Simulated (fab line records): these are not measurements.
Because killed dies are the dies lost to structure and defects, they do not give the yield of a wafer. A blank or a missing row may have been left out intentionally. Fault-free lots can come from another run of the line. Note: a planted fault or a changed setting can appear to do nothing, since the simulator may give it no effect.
Which of the tools did it? :: flow n5-finfet :: Sampling: 23 lots, 69 wafers, 4 of 1938 route steps

## WHAT THE GAUGES READ, wafer by wafer
N5_SD_EPI_P_INSPECT_11: inspects for defects (macro). Usual: raw-defect-count reads 2.0 (standard deviation 1.4).
lot: L074
measured: day 3 10:46
on: defect-inspect-01
raw-defect-count: 1 2 2
flag: 

lot: L075
measured: day 3 12:51
on: defect-inspect-01
raw-defect-count: 2 5 4
flag: 

lot: L076
measured: day 3 18:38
on: defect-inspect-02
raw-defect-count: 1 3 1
flag: 

lot: L077
measured: day 3 23:40
on: defect-inspect-02
raw-defect-count: 1 3 1
flag: 

lot: L079
measured: day 4 13:50
on: defect-inspect-01
raw-defect-count: 2 0 1
flag: 

lot: L080
measured: day 4 18:23
on: defect-inspect-02
raw-defect-count: 5 2 2
flag: 

lot: L081
measured: day 5 00:32
on: defect-inspect-01
raw-defect-count: 1 5 2
flag: 

lot: L082
measured: day 5 06:32
on: defect-inspect-02
raw-defect-count: 3 0 2
flag: 

lot: L083
measured: day 5 12:37
on: defect-inspect-02
raw-defect-count: 4 4 4
flag: 

lot: L084
measured: day 5 18:37
on: defect-inspect-01
raw-defect-count: 3 1 2
flag: 

lot: L085
measured: day 5 23:43
on: defect-inspect-01
raw-defect-count: 2 3 2
flag: 

lot: L086
measured: day 6 10:46
on: defect-inspect-01
raw-defect-count: 4 2 3
flag: 

lot: L087
measured: day 6 13:26
on: defect-inspect-01
raw-defect-count: 2 3 1
flag: 

lot: L088
measured: day 6 21:37
on: defect-inspect-01
raw-defect-count: 1 3 1
flag: 

lot: L089
measured: day 7 00:25
on: defect-inspect-01
raw-defect-count: 3 2 4
flag: 

lot: L090
measured: day 7 05:23
on: defect-inspect-02
raw-defect-count: 2 1 0
flag: 

lot: L091
measured: day 7 12:08
on: defect-inspect-01
raw-defect-count: 2 2 1
flag: 

lot: L092
measured: day 7 22:19
on: defect-inspect-02
raw-defect-count: 1 2 2
flag: 

lot: L093
measured: day 8 02:16
on: defect-inspect-01
raw-defect-count: 2 6 4
flag: 

lot: L094
measured: day 8 09:37
on: defect-inspect-01
raw-defect-count: 1 1 1
flag: 

lot: L095
measured: day 8 10:43
on: defect-inspect-01
raw-defect-count: 4 3 4
flag: 

lot: L096
measured: day 8 20:53
on: defect-inspect-01
raw-defect-count: 3 4 1
flag: 

lot: L097
measured: day 8 23:37
on: defect-inspect-01
raw-defect-count: 3 1 0
flag: 

## WHAT TOOL EACH LOT RAN ON (gives the tool, then ch and the chambers of the sampled wafers, and finally the start)
lot: L074
N5_DUMMY_GATE_STRIP_40: rie-diel-01 ch 0,1,3, day 3 04:02
N5_SPACER0_ALD_00: ald-sin-02 ch 1,2,3, day 3 05:06
N5_SD_EPI_N_ETCH_35: rie-diel-06 ch 1,2,3, day 3 06:07

lot: L075
N5_DUMMY_GATE_STRIP_40: rie-diel-03 ch 1,3, day 3 06:29
N5_SPACER0_ALD_00: ald-sin-03 ch 1,2,3, day 3 07:34
N5_SD_EPI_N_ETCH_35: rie-diel-05 ch 0,1, day 3 08:33

lot: L076
N5_DUMMY_GATE_STRIP_40: rie-diel-01 ch 0,1, day 3 12:04
N5_SPACER0_ALD_00: ald-sin-03 ch 1,2,3, day 3 13:05
N5_SD_EPI_N_ETCH_35: rie-diel-04 ch 0,1,3, day 3 14:05

lot: L077
N5_DUMMY_GATE_STRIP_40: rie-diel-03 ch 1,2,3, day 3 17:11
N5_SPACER0_ALD_00: ald-sin-03 ch 1,2,3, day 3 18:19
N5_SD_EPI_N_ETCH_35: rie-diel-06 ch 1,2, day 3 19:11

lot: L079
N5_DUMMY_GATE_STRIP_40: rie-diel-02 ch 1,2, day 4 05:47
N5_SPACER0_ALD_00: ald-sin-02 ch 0,3, day 4 07:08
N5_SD_EPI_N_ETCH_35: rie-diel-04 ch 0,1, day 4 08:19

lot: L080
N5_DUMMY_GATE_STRIP_40: rie-diel-02 ch 2,3, day 4 11:34
N5_SPACER0_ALD_00: ald-sin-02 ch 0,2,3, day 4 12:44
N5_SD_EPI_N_ETCH_35: rie-diel-04 ch 0,3, day 4 13:44

lot: L081
N5_DUMMY_GATE_STRIP_40: rie-diel-01 ch 0,1, day 4 17:02
N5_SPACER0_ALD_00: ald-sin-01 ch 0,1, day 4 18:03
N5_SD_EPI_N_ETCH_35: rie-diel-06 ch 1,2, day 4 19:46

lot: L082
N5_DUMMY_GATE_STRIP_40: rie-diel-03 ch 0,1, day 5 00:04
N5_SPACER0_ALD_00: ald-sin-01 ch 0,1,3, day 5 01:05
N5_SD_EPI_N_ETCH_35: rie-diel-05 ch 0,2, day 5 02:05

lot: L083
N5_DUMMY_GATE_STRIP_40: rie-diel-02 ch 0,1, day 5 06:04
N5_SPACER0_ALD_00: ald-sin-03 ch 0,1,2, day 5 07:26
N5_SD_EPI_N_ETCH_35: rie-diel-05 ch 0,1,3, day 5 08:25

lot: L084
N5_DUMMY_GATE_STRIP_40: rie-diel-01 ch 2,3, day 5 11:03
N5_SPACER0_ALD_00: ald-sin-02 ch 1,3, day 5 12:05
N5_SD_EPI_N_ETCH_35: rie-diel-04 ch 0,2, day 5 14:02

lot: L085
N5_DUMMY_GATE_STRIP_40: rie-diel-02 ch 0,1, day 5 16:28
N5_SPACER0_ALD_00: ald-sin-02 ch 0,1,3, day 5 17:44
N5_SD_EPI_N_ETCH_35: rie-diel-05 ch 1,3, day 5 18:44

lot: L086
N5_DUMMY_GATE_STRIP_40: rie-diel-01 ch 0,1,2, day 6 02:48
N5_SPACER0_ALD_00: ald-sin-03 ch 0,1,2, day 6 03:51
N5_SD_EPI_N_ETCH_35: rie-diel-04 ch 0,1,3, day 6 05:09

lot: L087
N5_DUMMY_GATE_STRIP_40: rie-diel-01 ch 0,1,3, day 6 06:39
N5_SPACER0_ALD_00: ald-sin-01 ch 0,1,3, day 6 07:41
N5_SD_EPI_N_ETCH_35: rie-diel-05 ch 1,2,3, day 6 08:50

lot: L088
N5_DUMMY_GATE_STRIP_40: rie-diel-02 ch 0,1, day 6 15:23
N5_SPACER0_ALD_00: ald-sin-03 ch 1,2, day 6 16:26
N5_SD_EPI_N_ETCH_35: rie-diel-04 ch 1,2, day 6 17:25

lot: L089
N5_DUMMY_GATE_STRIP_40: rie-diel-02 ch 0,2,3, day 6 18:05
N5_SPACER0_ALD_00: ald-sin-01 ch 1,2,3, day 6 19:11
N5_SD_EPI_N_ETCH_35: rie-diel-05 ch 0,1,3, day 6 20:02

lot: L090
N5_DUMMY_GATE_STRIP_40: rie-diel-02 ch 1,2, day 6 22:43
N5_SPACER0_ALD_00: ald-sin-03 ch 0,2, day 7 00:09
N5_SD_EPI_N_ETCH_35: rie-diel-06 ch 0,1,3, day 7 01:10

lot: L091
N5_DUMMY_GATE_STRIP_40: rie-diel-02 ch 0,1,3, day 7 05:03
N5_SPACER0_ALD_00: ald-sin-01 ch 0,1,3, day 7 06:05
N5_SD_EPI_N_ETCH_35: rie-diel-06 ch 0,1,2, day 7 07:48

lot: L092
N5_DUMMY_GATE_STRIP_40: rie-diel-01 ch 0,1,3, day 7 15:53
N5_SPACER0_ALD_00: ald-sin-01 ch 0,1,3, day 7 17:01
N5_SD_EPI_N_ETCH_35: rie-diel-06 ch 0,2,3, day 7 17:59

lot: L093
N5_DUMMY_GATE_STRIP_40: rie-diel-03 ch 2,3, day 7 18:56
N5_SPACER0_ALD_00: ald-sin-03 ch 0,1,3, day 7 20:11
N5_SD_EPI_N_ETCH_35: rie-diel-06 ch 0,3, day 7 21:13

lot: L094
N5_DUMMY_GATE_STRIP_40: rie-diel-02 ch 0,2,3, day 8 01:51
N5_SPACER0_ALD_00: ald-sin-02 ch 1,2,3, day 8 02:52
N5_SD_EPI_N_ETCH_35: rie-diel-06 ch 1,2,3, day 8 03:44

lot: L095
N5_DUMMY_GATE_STRIP_40: rie-diel-02 ch 1,3, day 8 04:25
N5_SPACER0_ALD_00: ald-sin-03 ch 0,1,2, day 8 05:31
N5_SD_EPI_N_ETCH_35: rie-diel-05 ch 0,1, day 8 06:31

lot: L096
N5_DUMMY_GATE_STRIP_40: rie-diel-03 ch 1,2, day 8 13:35
N5_SPACER0_ALD_00: ald-sin-03 ch 0,2,3, day 8 15:40
N5_SD_EPI_N_ETCH_35: rie-diel-04 ch 0,2, day 8 16:40

lot: L097
N5_DUMMY_GATE_STRIP_40: rie-diel-02 ch 0,3, day 8 15:31
N5_SPACER0_ALD_00: ald-sin-03 ch 1,2,3, day 8 17:19
N5_SD_EPI_N_ETCH_35: rie-diel-04 ch 0,1,2, day 8 18:19
- N5_DUMMY_GATE_STRIP_40: strips in CF4.
- N5_SPACER0_ALD_00: deposits SiOCN, target thk 3.5 nm, pulse time 3 s, purge time 2 s.
- N5_SD_EPI_N_ETCH_35: etches SOC in N2/H2, overetch 108 nm, time 486 s.

## AS READ BY THE TOOLS THEMSELVES (means over the sampled wafers that have a number; for cases with no such wafer, the mark the record gives instead)
N5_DUMMY_GATE_STRIP_40. Usual: cf4-flow-sccm 150.0 sccm, standard deviation 0.43; drypump-motor-current-A 5.6 A, standard deviation 0.55; oes-product-au 0.79 a.u., standard deviation 0.085; rf-vpp-V 271.6 V, standard deviation 1.5; showerhead-plenum-p-Torr 1.82 Torr, standard deviation 0.054; throttle-valve-pct 13.55 %, standard deviation 0.27.
lot: L074
tool: rie-diel-01
cf4-flow-sccm (sccm): 150.2
drypump-motor-current-A (A): 5.7
oes-product-au (a.u.): 0.89
rf-vpp-V (V): 272.2
showerhead-plenum-p-Torr (Torr): 1.86
throttle-valve-pct (%): 13.44
flag: 

lot: L075
tool: rie-diel-03
cf4-flow-sccm (sccm): 150.1
drypump-motor-current-A (A): 6.3
oes-product-au (a.u.): 0.73
rf-vpp-V (V): 271.7
showerhead-plenum-p-Torr (Torr): 1.85
throttle-valve-pct (%): 13.69
flag: 

lot: L076
tool: rie-diel-01
cf4-flow-sccm (sccm): 149.5
drypump-motor-current-A (A): 5.7
oes-product-au (a.u.): 0.84
rf-vpp-V (V): 271.8
showerhead-plenum-p-Torr (Torr): 1.85
throttle-valve-pct (%): 13.47
flag: 

lot: L077
tool: rie-diel-03
cf4-flow-sccm (sccm): 150.0
drypump-motor-current-A (A): 6.2
oes-product-au (a.u.): 0.80
rf-vpp-V (V): 272.1
showerhead-plenum-p-Torr (Torr): 1.87
throttle-valve-pct (%): 13.61
flag: 

lot: L079
tool: rie-diel-02
cf4-flow-sccm (sccm): 150.2
drypump-motor-current-A (A): 5.3
oes-product-au (a.u.): 0.79
rf-vpp-V (V): 270.4
showerhead-plenum-p-Torr (Torr): 1.76
throttle-valve-pct (%): 13.65
flag: 

lot: L080
tool: rie-diel-02
cf4-flow-sccm (sccm): 149.7
drypump-motor-current-A (A): 5.0
oes-product-au (a.u.): 0.75
rf-vpp-V (V): 270.7
showerhead-plenum-p-Torr (Torr): 1.82
throttle-valve-pct (%): 13.71
flag: 

lot: L081
tool: rie-diel-01
cf4-flow-sccm (sccm): 150.1
drypump-motor-current-A (A): 5.8
oes-product-au (a.u.): 0.85
rf-vpp-V (V): 273.5
showerhead-plenum-p-Torr (Torr): 1.87
throttle-valve-pct (%): 13.51
flag: 

lot: L082
tool: rie-diel-03
cf4-flow-sccm (sccm): 149.8
drypump-motor-current-A (A): 6.3
oes-product-au (a.u.): 0.72
rf-vpp-V (V): 271.7
showerhead-plenum-p-Torr (Torr): 1.82
throttle-valve-pct (%): 13.60
flag: 

lot: L083
tool: rie-diel-02
cf4-flow-sccm (sccm): 149.8
drypump-motor-current-A (A): 5.9
oes-product-au (a.u.): 0.72
rf-vpp-V (V): 270.9
showerhead-plenum-p-Torr (Torr): 1.80
throttle-valve-pct (%): 13.74
flag: 

lot: L084
tool: rie-diel-01
cf4-flow-sccm (sccm): 150.0
drypump-motor-current-A (A): 5.0
oes-product-au (a.u.): 0.86
rf-vpp-V (V): 270.3
showerhead-plenum-p-Torr (Torr): 1.78
throttle-valve-pct (%): 13.31
flag: 

lot: L085
tool: rie-diel-02
cf4-flow-sccm (sccm): 149.8
drypump-motor-current-A (A): 5.9
oes-product-au (a.u.): 0.72
rf-vpp-V (V): 272.4
showerhead-plenum-p-Torr (Torr): 1.80
throttle-valve-pct (%): 13.75
flag: 

lot: L086
tool: rie-diel-01
cf4-flow-sccm (sccm): 150.2
drypump-motor-current-A (A): 5.5
oes-product-au (a.u.): 0.83
rf-vpp-V (V): 271.6
showerhead-plenum-p-Torr (Torr): 1.82
throttle-valve-pct (%): 13.43
flag: 

lot: L087
tool: rie-diel-01
cf4-flow-sccm (sccm): 149.8
drypump-motor-current-A (A): 5.7
oes-product-au (a.u.): 0.85
rf-vpp-V (V): 272.1
showerhead-plenum-p-Torr (Torr): 1.85
throttle-valve-pct (%): 13.48
flag: 

lot: L088
tool: rie-diel-02
cf4-flow-sccm (sccm): 150.3
drypump-motor-current-A (A): 6.0
oes-product-au (a.u.): 0.74
rf-vpp-V (V): 271.2
showerhead-plenum-p-Torr (Torr): 1.83
throttle-valve-pct (%): 13.51
flag: 

lot: L089
tool: rie-diel-02
cf4-flow-sccm (sccm): 149.9
drypump-motor-current-A (A): 5.4
oes-product-au (a.u.): 0.75
rf-vpp-V (V): 271.1
showerhead-plenum-p-Torr (Torr): 1.82
throttle-valve-pct (%): 13.53
flag: 

lot: L090
tool: rie-diel-02
cf4-flow-sccm (sccm): 150.2
drypump-motor-current-A (A): 5.3
oes-product-au (a.u.): 0.77
rf-vpp-V (V): 270.2
showerhead-plenum-p-Torr (Torr): 1.76
throttle-valve-pct (%): 13.70
flag: 

lot: L091
tool: rie-diel-02
cf4-flow-sccm (sccm): 150.0
drypump-motor-current-A (A): 5.6
oes-product-au (a.u.): 0.71
rf-vpp-V (V): 271.8
showerhead-plenum-p-Torr (Torr): 1.82
throttle-valve-pct (%): 13.72
flag: 

lot: L092
tool: rie-diel-01
cf4-flow-sccm (sccm): 149.8
drypump-motor-current-A (A): 5.7
oes-product-au (a.u.): 0.83
rf-vpp-V (V): 271.2
showerhead-plenum-p-Torr (Torr): 1.85
throttle-valve-pct (%): 13.50
flag: 

lot: L093
tool: rie-diel-03
cf4-flow-sccm (sccm): 149.7
drypump-motor-current-A (A): 5.9
oes-product-au (a.u.): 0.89
rf-vpp-V (V): 272.6
showerhead-plenum-p-Torr (Torr): 1.85
throttle-valve-pct (%): 13.35
flag: 

lot: L094
tool: rie-diel-02
cf4-flow-sccm (sccm): 150.0
drypump-motor-current-A (A): 5.4
oes-product-au (a.u.): 0.75
rf-vpp-V (V): 271.5
showerhead-plenum-p-Torr (Torr): 1.81
throttle-valve-pct (%): 13.56
flag: 

lot: L095
tool: rie-diel-02
cf4-flow-sccm (sccm): 150.4
drypump-motor-current-A (A): 5.2
oes-product-au (a.u.): 0.68
rf-vpp-V (V): 270.6
showerhead-plenum-p-Torr (Torr): 1.81
throttle-valve-pct (%): 13.93
flag: 

lot: L096
tool: rie-diel-03
cf4-flow-sccm (sccm): 149.8
drypump-motor-current-A (A): 6.5
oes-product-au (a.u.): 0.77
rf-vpp-V (V): 272.0
showerhead-plenum-p-Torr (Torr): 1.87
throttle-valve-pct (%): 13.59
flag: 

lot: L097
tool: rie-diel-02
cf4-flow-sccm (sccm): 149.3
drypump-motor-current-A (A): 5.7
oes-product-au (a.u.): 0.73
rf-vpp-V (V): 272.6
showerhead-plenum-p-Torr (Torr): 1.85
throttle-valve-pct (%): 13.48
flag: 

N5_SPACER0_ALD_00. Usual: heater-power-outer-w 499 W, standard deviation 70; heater-power-w 818 W, standard deviation 85; precursor-pulse-height-rel 0.999, standard deviation 0.02.
lot: L074
tool: ald-sin-02
heater-power-outer-w (W): 529
heater-power-w (W): 874
precursor-pulse-height-rel: 1.010
flag: 

lot: L075
tool: ald-sin-03
heater-power-outer-w (W): 433
heater-power-w (W): 751
precursor-pulse-height-rel: 1.008
flag: 

lot: L076
tool: ald-sin-03
heater-power-outer-w (W): 439
heater-power-w (W): 743
precursor-pulse-height-rel: 0.999
flag: 

lot: L077
tool: ald-sin-03
heater-power-outer-w (W): 440
heater-power-w (W): 762
precursor-pulse-height-rel: 1.005
flag: 

lot: L079
tool: ald-sin-02
heater-power-outer-w (W): 538
heater-power-w (W): 867
precursor-pulse-height-rel: 0.987
flag: 

lot: L080
tool: ald-sin-02
heater-power-outer-w (W): 512
heater-power-w (W): 821
precursor-pulse-height-rel: 0.990
flag: 

lot: L081
tool: ald-sin-01
heater-power-outer-w (W): 520
heater-power-w (W): 787
precursor-pulse-height-rel: 1.005
flag: 

lot: L082
tool: ald-sin-01
heater-power-outer-w (W): 552
heater-power-w (W): 870
precursor-pulse-height-rel: 0.992
flag: 

lot: L083
tool: ald-sin-03
heater-power-outer-w (W): 446
heater-power-w (W): 773
precursor-pulse-height-rel: 1.003
flag: 

lot: L084
tool: ald-sin-02
heater-power-outer-w (W): 586
heater-power-w (W): 906
precursor-pulse-height-rel: 0.982
flag: 

lot: L085
tool: ald-sin-02
heater-power-outer-w (W): 523
heater-power-w (W): 855
precursor-pulse-height-rel: 0.998
flag: 

lot: L086
tool: ald-sin-03
heater-power-outer-w (W): 448
heater-power-w (W): 777
precursor-pulse-height-rel: 0.994
flag: 

lot: L087
tool: ald-sin-01
heater-power-outer-w (W): 551
heater-power-w (W): 864
precursor-pulse-height-rel: 1.002
flag: 

lot: L088
tool: ald-sin-03
heater-power-outer-w (W): 442
heater-power-w (W): 750
precursor-pulse-height-rel: 0.991
flag: 

lot: L089
tool: ald-sin-01
heater-power-outer-w (W): 563
heater-power-w (W): 884
precursor-pulse-height-rel: 0.987
flag: 

lot: L090
tool: ald-sin-03
heater-power-outer-w (W): 449
heater-power-w (W): 799
precursor-pulse-height-rel: 0.989
flag: 

lot: L091
tool: ald-sin-01
heater-power-outer-w (W): 556
heater-power-w (W): 856
precursor-pulse-height-rel: 1.003
flag: 

lot: L092
tool: ald-sin-01
heater-power-outer-w (W): 564
heater-power-w (W): 854
precursor-pulse-height-rel: 0.974
flag: 

lot: L093
tool: ald-sin-03
heater-power-outer-w (W): 473
heater-power-w (W): 812
precursor-pulse-height-rel: 1.003
flag: 

lot: L094
tool: ald-sin-02
heater-power-outer-w (W): 548
heater-power-w (W): 884
precursor-pulse-height-rel: 1.022
flag: 

lot: L095
tool: ald-sin-03
heater-power-outer-w (W): 447
heater-power-w (W): 770
precursor-pulse-height-rel: 1.012
flag: 

lot: L096
tool: ald-sin-03
heater-power-outer-w (W): 448
heater-power-w (W): 761
precursor-pulse-height-rel: 0.972
flag: 

lot: L097
tool: ald-sin-03
heater-power-outer-w (W): 427
heater-power-w (W): 742
precursor-pulse-height-rel: 1.001
flag: 

N5_SD_EPI_N_ETCH_35. Usual: drypump-motor-current-A 5.8 A, standard deviation 0.42; oes-product-au 0.71 a.u., standard deviation 0.081; rf-vpp-V 240.9 V, standard deviation 1.4; showerhead-plenum-p-Torr 2.56 Torr, standard deviation 0.094; throttle-valve-pct 23.64 %, standard deviation 0.29.
lot: L074
tool: rie-diel-06
drypump-motor-current-A (A): 6.2
oes-product-au (a.u.): 0.74
rf-vpp-V (V): 240.8
showerhead-plenum-p-Torr (Torr): 2.53
throttle-valve-pct (%): 23.62
flag: 

lot: L075
tool: rie-diel-05
drypump-motor-current-A (A): 5.5
oes-product-au (a.u.): 0.68
rf-vpp-V (V): 242.1
showerhead-plenum-p-Torr (Torr): 2.59
throttle-valve-pct (%): 23.73
flag: 

lot: L076
tool: rie-diel-04
drypump-motor-current-A (A): 5.7
oes-product-au (a.u.): 0.77
rf-vpp-V (V): 240.8
showerhead-plenum-p-Torr (Torr): 2.60
throttle-valve-pct (%): 23.44
flag: 

lot: L077
tool: rie-diel-06
drypump-motor-current-A (A): 5.9
oes-product-au (a.u.): 0.76
rf-vpp-V (V): 241.3
showerhead-plenum-p-Torr (Torr): 2.53
throttle-valve-pct (%): 23.70
flag: 

lot: L079
tool: rie-diel-04
drypump-motor-current-A (A): 5.6
oes-product-au (a.u.): 0.83
rf-vpp-V (V): 240.6
showerhead-plenum-p-Torr (Torr): 2.59
throttle-valve-pct (%): 23.36
flag: 

lot: L080
tool: rie-diel-04
drypump-motor-current-A (A): 5.5
oes-product-au (a.u.): 0.76
rf-vpp-V (V): 242.1
showerhead-plenum-p-Torr (Torr): 2.60
throttle-valve-pct (%): 23.52
flag: 

lot: L081
tool: rie-diel-06
drypump-motor-current-A (A): 5.9
oes-product-au (a.u.): 0.74
rf-vpp-V (V): 240.4
showerhead-plenum-p-Torr (Torr): 2.53
throttle-valve-pct (%): 23.72
flag: 

lot: L082
tool: rie-diel-05
drypump-motor-current-A (A): 5.3
oes-product-au (a.u.): 0.63
rf-vpp-V (V): 239.7
showerhead-plenum-p-Torr (Torr): 2.47
throttle-valve-pct (%): 23.92
flag: 

lot: L083
tool: rie-diel-05
drypump-motor-current-A (A): 5.5
oes-product-au (a.u.): 0.64
rf-vpp-V (V): 239.7
showerhead-plenum-p-Torr (Torr): 2.53
throttle-valve-pct (%): 23.86
flag: 

lot: L084
tool: rie-diel-04
drypump-motor-current-A (A): 5.6
oes-product-au (a.u.): 0.79
rf-vpp-V (V): 240.9
showerhead-plenum-p-Torr (Torr): 2.58
throttle-valve-pct (%): 23.66
flag: 

lot: L085
tool: rie-diel-05
drypump-motor-current-A (A): 5.8
oes-product-au (a.u.): 0.63
rf-vpp-V (V): 240.8
showerhead-plenum-p-Torr (Torr): 2.57
throttle-valve-pct (%): 23.74
flag: 

lot: L086
tool: rie-diel-04
drypump-motor-current-A (A): 5.7
oes-product-au (a.u.): 0.73
rf-vpp-V (V): 240.9
showerhead-plenum-p-Torr (Torr): 2.59
throttle-valve-pct (%): 23.48
flag: 

lot: L087
tool: rie-diel-05
drypump-motor-current-A (A): 5.8
oes-product-au (a.u.): 0.71
rf-vpp-V (V): 241.4
showerhead-plenum-p-Torr (Torr): 2.59
throttle-valve-pct (%): 23.45
flag: 

lot: L088
tool: rie-diel-04
drypump-motor-current-A (A): 5.9
oes-product-au (a.u.): 0.75
rf-vpp-V (V): 241.2
showerhead-plenum-p-Torr (Torr): 2.58
throttle-valve-pct (%): 23.82
flag: 

lot: L089
tool: rie-diel-05
drypump-motor-current-A (A): 5.5
oes-product-au (a.u.): 0.71
rf-vpp-V (V): 241.7
showerhead-plenum-p-Torr (Torr): 2.63
throttle-valve-pct (%): 23.77
flag: 

lot: L090
tool: rie-diel-06
drypump-motor-current-A (A): 6.3
oes-product-au (a.u.): 0.69
rf-vpp-V (V): 240.6
showerhead-plenum-p-Torr (Torr): 2.55
throttle-valve-pct (%): 23.59
flag: 

lot: L091
tool: rie-diel-06
drypump-motor-current-A (A): 6.0
oes-product-au (a.u.): 0.71
rf-vpp-V (V): 240.7
showerhead-plenum-p-Torr (Torr): 2.56
throttle-valve-pct (%): 23.66
flag: 

lot: L092
tool: rie-diel-06
drypump-motor-current-A (A): 6.1
oes-product-au (a.u.): 0.66
rf-vpp-V (V): 240.4
showerhead-plenum-p-Torr (Torr): 2.46
throttle-valve-pct (%): 23.60
flag: 

lot: L093
tool: rie-diel-06
drypump-motor-current-A (A): 6.1
oes-product-au (a.u.): 0.65
rf-vpp-V (V): 239.6
showerhead-plenum-p-Torr (Torr): 2.50
throttle-valve-pct (%): 23.54
flag: 

lot: L094
tool: rie-diel-06
drypump-motor-current-A (A): 6.2
oes-product-au (a.u.): 0.69
rf-vpp-V (V): 240.6
showerhead-plenum-p-Torr (Torr): 2.51
throttle-valve-pct (%): 23.68
flag: 

lot: L095
tool: rie-diel-05
drypump-motor-current-A (A): 5.3
oes-product-au (a.u.): 0.76
rf-vpp-V (V): 242.6
showerhead-plenum-p-Torr (Torr): 2.69
throttle-valve-pct (%): 23.80
flag: 

lot: L096
tool: rie-diel-04
drypump-motor-current-A (A): 5.8
oes-product-au (a.u.): 0.74
rf-vpp-V (V): 240.9
showerhead-plenum-p-Torr (Torr): 2.57
throttle-valve-pct (%): 23.90
flag: 

lot: L097
tool: rie-diel-04
drypump-motor-current-A (A): 5.8
oes-product-au (a.u.): 0.75
rf-vpp-V (V): 241.8
showerhead-plenum-p-Torr (Torr): 2.57
throttle-valve-pct (%): 23.62
flag: 

## THE ANSWER, worked out from the rows above alone
Rule: take the mean of a lot's wafers that have a number; if it is more than 3 standard deviations from the usual mean, the lot is off. Also off: a lot with no number at a reading for which 4 or more lots have one. Any other lot the step has rows for is counted as sound. The gauges are gone through in route order, then the tools' own readings, and for those a lot's mean is taken as printed above. The first step at which some lot is off is used, and at that step the reading that is off furthest; a lot without a number counts as furthest.
None of the lots is off at any reading shown; this tells nothing.

## WHAT THE SIMULATOR HAD INSERTED
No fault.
